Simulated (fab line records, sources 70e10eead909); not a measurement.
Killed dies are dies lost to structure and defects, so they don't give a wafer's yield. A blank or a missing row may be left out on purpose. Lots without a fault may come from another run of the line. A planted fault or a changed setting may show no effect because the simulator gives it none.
Chamber matching | flow nand_harc | NHARC_P_CONTACT_DEP_30 on pecvd-02: 3 sister chambers
The step deposits SiNx, target thk 30 nm. 3 wafers are shown with their chamber, then 7 later ones without.

WAFERS WITH THEIR CHAMBER
wafer  | chamber | heater_power_outer_w (W)
L239.5 | 2       | 426
L248.1 | 1       | 395
L248.2 | 0       | 524

WAFERS WITHOUT THEIR CHAMBER
wafer  | heater_power_outer_w (W)
L248.6 | 358
L253.1 | 378
L253.2 | 359
L253.5 | 372
L255.2 | 545
L255.5 | 418
L255.6 | 372

WHICH CHAMBER EACH WENT THROUGH
wafer  | from the rows above     | in truth
L248.6 | can't be placed: 1 or 2 | 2
L253.1 | can't be placed: 1 or 2 | 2
L253.2 | can't be placed: 1 or 2 | 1
L253.5 | can't be placed: 1 or 2 | 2
L255.2 | 0                       | 0
L255.5 | can't be placed: 2 or 1 | 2
L255.6 | can't be placed: 1 or 2 | 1
Placed correctly: 1 of 7. Can't be placed from these rows: 6 (the true chamber is among the candidates in 6). Placed wrongly: 0.
How it was worked out, from the rows above alone: a wafer's distance from a chamber is the root of the sum, over the readings, of the square of ((its reading less the chamber's mean) divided by the reading's scatter). The wafer belongs to the nearest chamber; if the next one is less than 2 further off, it can't be placed. A chamber's mean is the mean of its shown wafers. The scatter: with one shown wafer a chamber, the root of the mean of the squares of how far each hidden wafer lies from its nearest shown one.
